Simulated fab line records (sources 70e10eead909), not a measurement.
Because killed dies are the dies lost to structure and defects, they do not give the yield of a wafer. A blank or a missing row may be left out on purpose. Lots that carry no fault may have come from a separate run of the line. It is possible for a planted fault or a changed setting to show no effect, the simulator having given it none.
Which tool did it? || flow nand-harc || route of 1302 steps, sampled at 1 step: 12 lots, 36 wafers

## WHAT THE GAUGES SHOWED, per wafer
NHARC_A_CONTACT_OVL_MEAS_09.
{"lot": "L688", "measured": "day 22 20:20", "on": "overlay-01", "overlay-x-nm (nm)": "1.0 0.5 0.7", "overlay-y-nm (nm)": "-0.4 -0.7 -1.0"}
{"lot": "L689", "measured": "day 23 12:38", "on": "overlay-01", "overlay-x-nm (nm)": "-0.1 -0.3 0.3", "overlay-y-nm (nm)": "0.1 0.0 0.4"}
{"lot": "L690", "measured": "day 23 19:56", "on": "overlay-02", "overlay-x-nm (nm)": "0.4 0.6 1.2", "overlay-y-nm (nm)": "0.5 0.5 0.6"}
{"lot": "L698", "measured": "day 28 02:37", "on": "overlay-01", "overlay-x-nm (nm)": "-0.6 -0.8 -0.4", "overlay-y-nm (nm)": "0.0 0.0 0.1"}
{"lot": "L699", "measured": "day 28 04:21", "on": "overlay-02", "overlay-x-nm (nm)": "0.0 0.6 0.9", "overlay-y-nm (nm)": "0.9 0.0 -0.5"}
{"lot": "L702", "measured": "day 28 14:25", "on": "overlay-02", "overlay-x-nm (nm)": "0.3 0.4 -0.2", "overlay-y-nm (nm)": "-0.8 -0.1 -0.4"}
{"lot": "L700", "measured": "day 28 18:40", "on": "overlay-01", "overlay-x-nm (nm)": "0.8 -0.3 -0.3", "overlay-y-nm (nm)": "-1.3 -1.4 -0.9"}
{"lot": "L701", "measured": "day 28 22:16", "on": "overlay-02", "overlay-x-nm (nm)": "0.2 -0.8 -0.3", "overlay-y-nm (nm)": "0.1 -0.5 -0.1"}
{"lot": "L703", "measured": "day 29 19:17", "on": "overlay-02", "overlay-x-nm (nm)": "0.1 0.2 -0.2", "overlay-y-nm (nm)": "-1.8 -2.2 -2.0"}
{"lot": "L705", "measured": "day 30 00:46", "on": "overlay-01", "overlay-x-nm (nm)": "-0.2 -0.9 -0.6", "overlay-y-nm (nm)": "-0.9 0.0 -0.1"}
{"lot": "L704", "measured": "day 30 07:07", "on": "overlay-01", "overlay-x-nm (nm)": "0.5 0.8 0.5", "overlay-y-nm (nm)": "-0.9 -1.3 -1.4"}
{"lot": "L707", "measured": "day 32 15:05", "on": "overlay-02", "overlay-x-nm (nm)": "0.6 0.2 0.3", "overlay-y-nm (nm)": "-1.6 -2.1 -1.4"}

## TOOL THAT RAN EACH LOT (tool first, then ch and the chambers of the sampled wafers, then the start)
There is no process step in the record ahead of these readings.

## WHAT THE TOOLS THEMSELVES READ (means of the sampled wafers that have a number; where no wafer has one, the mark that the record gives instead)
The record holds no such reading with a usual standard deviation.

## THE ANSWER, worked out from the rows above alone
Rule: the lots themselves supply what counts as usual. The widest of any qualifying gaps counts: lots, ordered by their means at a reading, are off when they make up no more than a third of the lots, leave a main group of 4 or more, and stand apart from it by 3 or more times the standard deviation of that group's means. A main group whose means are all the same, to the digits that the tables above print for the reading, isn't used. Also off: a lot with no number at a reading for which 4 or more lots have one. Where the step has rows for the other lots, those lots are counted as sound. Order of review: gauges by route order, followed by the tools' own readings, for which a lot's mean as printed above is used. At the first step where some lot is off, the reading lying furthest off is the one used; lots without a number count as furthest.
Across all readings shown, no lot is off: no conclusion can be drawn from this.

## WHAT HAD BEEN PUT IN BY THE SIMULATOR
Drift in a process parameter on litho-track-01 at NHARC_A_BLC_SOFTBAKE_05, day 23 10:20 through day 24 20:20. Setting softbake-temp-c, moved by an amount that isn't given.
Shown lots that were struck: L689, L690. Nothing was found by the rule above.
